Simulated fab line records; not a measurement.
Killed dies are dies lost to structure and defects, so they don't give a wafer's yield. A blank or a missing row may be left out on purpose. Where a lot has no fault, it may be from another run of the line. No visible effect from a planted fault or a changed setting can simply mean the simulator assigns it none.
Chamber matching / flow n5-finfet / 4 sister chambers for N5_MOL_CONTACT_COAG_CONTACT_ETCH_14 on rie-diel-01
The step etches SiO2 in C4F6/O2, target depth 27.5 nm, overetch 8.5 nm, time 20 s. 16 wafers are shown with their chamber, then 8 later ones without.

EACH WAFER AND ITS CHAMBER
wafer=L075.2; chamber=2; showerhead-plenum-p-Torr (Torr)=2.76; throttle-valve-pct (%)=21.21; oes-product-au (a.u.)=0.63
wafer=L075.3; chamber=3; showerhead-plenum-p-Torr (Torr)=2.85; throttle-valve-pct (%)=21.05; oes-product-au (a.u.)=0.76
wafer=L075.5; chamber=0; showerhead-plenum-p-Torr (Torr)=2.91; throttle-valve-pct (%)=21.45; oes-product-au (a.u.)=0.65
wafer=L077.1; chamber=1; showerhead-plenum-p-Torr (Torr)=3.04; throttle-valve-pct (%)=21.26; oes-product-au (a.u.)=0.71
wafer=L077.2; chamber=2; showerhead-plenum-p-Torr (Torr)=2.76; throttle-valve-pct (%)=21.23; oes-product-au (a.u.)=0.63
wafer=L077.5; chamber=3; showerhead-plenum-p-Torr (Torr)=2.85; throttle-valve-pct (%)=21.06; oes-product-au (a.u.)=0.75
wafer=L080.1; chamber=0; showerhead-plenum-p-Torr (Torr)=2.90; throttle-valve-pct (%)=21.45; oes-product-au (a.u.)=0.65
wafer=L080.3; chamber=2; showerhead-plenum-p-Torr (Torr)=2.76; throttle-valve-pct (%)=21.22; oes-product-au (a.u.)=0.62
wafer=L080.4; chamber=3; showerhead-plenum-p-Torr (Torr)=2.85; throttle-valve-pct (%)=21.08; oes-product-au (a.u.)=0.74
wafer=L082.1; chamber=3; showerhead-plenum-p-Torr (Torr)=2.84; throttle-valve-pct (%)=21.08; oes-product-au (a.u.)=0.73
wafer=L082.5; chamber=3; showerhead-plenum-p-Torr (Torr)=2.84; throttle-valve-pct (%)=21.09; oes-product-au (a.u.)=0.74
wafer=L082.6; chamber=2; showerhead-plenum-p-Torr (Torr)=2.76; throttle-valve-pct (%)=21.23; oes-product-au (a.u.)=0.62
wafer=L084.1; chamber=1; showerhead-plenum-p-Torr (Torr)=3.03; throttle-valve-pct (%)=21.27; oes-product-au (a.u.)=0.71
wafer=L084.3; chamber=2; showerhead-plenum-p-Torr (Torr)=2.75; throttle-valve-pct (%)=21.23; oes-product-au (a.u.)=0.61
wafer=L084.6; chamber=2; showerhead-plenum-p-Torr (Torr)=2.75; throttle-valve-pct (%)=21.23; oes-product-au (a.u.)=0.62
wafer=L085.1; chamber=2; showerhead-plenum-p-Torr (Torr)=2.75; throttle-valve-pct (%)=21.22; oes-product-au (a.u.)=0.62

SIGNATURES (averages over the wafers above)
reading=showerhead-plenum-p-Torr; chamber 0=2.9050; chamber 1=3.0350; chamber 2=2.7557; chamber 3=2.8460; scatter within a chamber=0.00571
reading=throttle-valve-pct; chamber 0=21.4500; chamber 1=21.2650; chamber 2=21.2243; chamber 3=21.0720; scatter within a chamber=0.0112
reading=oes-product-au; chamber 0=0.6500; chamber 1=0.7100; chamber 2=0.6214; chamber 3=0.7440; scatter within a chamber=0.00819
Rule: a wafer's distance from a chamber is the root of the sum, over the readings, of the square of ((its reading less the chamber's mean) divided by the reading's scatter). If the next closest chamber is less than 2 further off than the closest, the wafer can't be placed; otherwise it belongs to the closest. The scatter: take each reading less its chamber's mean, square it, sum over the shown wafers, divide by the number of wafers less the number of chambers, and take the root.

WAFERS MISSING THEIR CHAMBER
wafer=L085.3; showerhead-plenum-p-Torr (Torr)=2.84; throttle-valve-pct (%)=21.08; oes-product-au (a.u.)=0.72
wafer=L085.6; showerhead-plenum-p-Torr (Torr)=2.90; throttle-valve-pct (%)=21.48; oes-product-au (a.u.)=0.64
wafer=L086.3; showerhead-plenum-p-Torr (Torr)=3.03; throttle-valve-pct (%)=21.27; oes-product-au (a.u.)=0.70
wafer=L086.4; showerhead-plenum-p-Torr (Torr)=2.75; throttle-valve-pct (%)=21.24; oes-product-au (a.u.)=0.61
wafer=L086.5; showerhead-plenum-p-Torr (Torr)=2.75; throttle-valve-pct (%)=21.25; oes-product-au (a.u.)=0.62
wafer=L096.2; showerhead-plenum-p-Torr (Torr)=2.74; throttle-valve-pct (%)=21.27; oes-product-au (a.u.)=0.60
wafer=L096.4; showerhead-plenum-p-Torr (Torr)=3.02; throttle-valve-pct (%)=21.31; oes-product-au (a.u.)=0.68
wafer=L096.6; showerhead-plenum-p-Torr (Torr)=2.89; throttle-valve-pct (%)=21.51; oes-product-au (a.u.)=0.62

WHICH CHAMBER EACH ONE RAN IN
wafer=L085.3; from the rows above=3; in truth=3
wafer=L085.6; from the rows above=0; in truth=0
wafer=L086.3; from the rows above=1; in truth=1
wafer=L086.4; from the rows above=2; in truth=2
wafer=L086.5; from the rows above=2; in truth=2
wafer=L096.2; from the rows above=2; in truth=2
wafer=L096.4; from the rows above=1; in truth=1
wafer=L096.6; from the rows above=0; in truth=0
Placed correctly: 8 of 8. Number that these rows cannot place: 0. Number placed wrongly: 0.
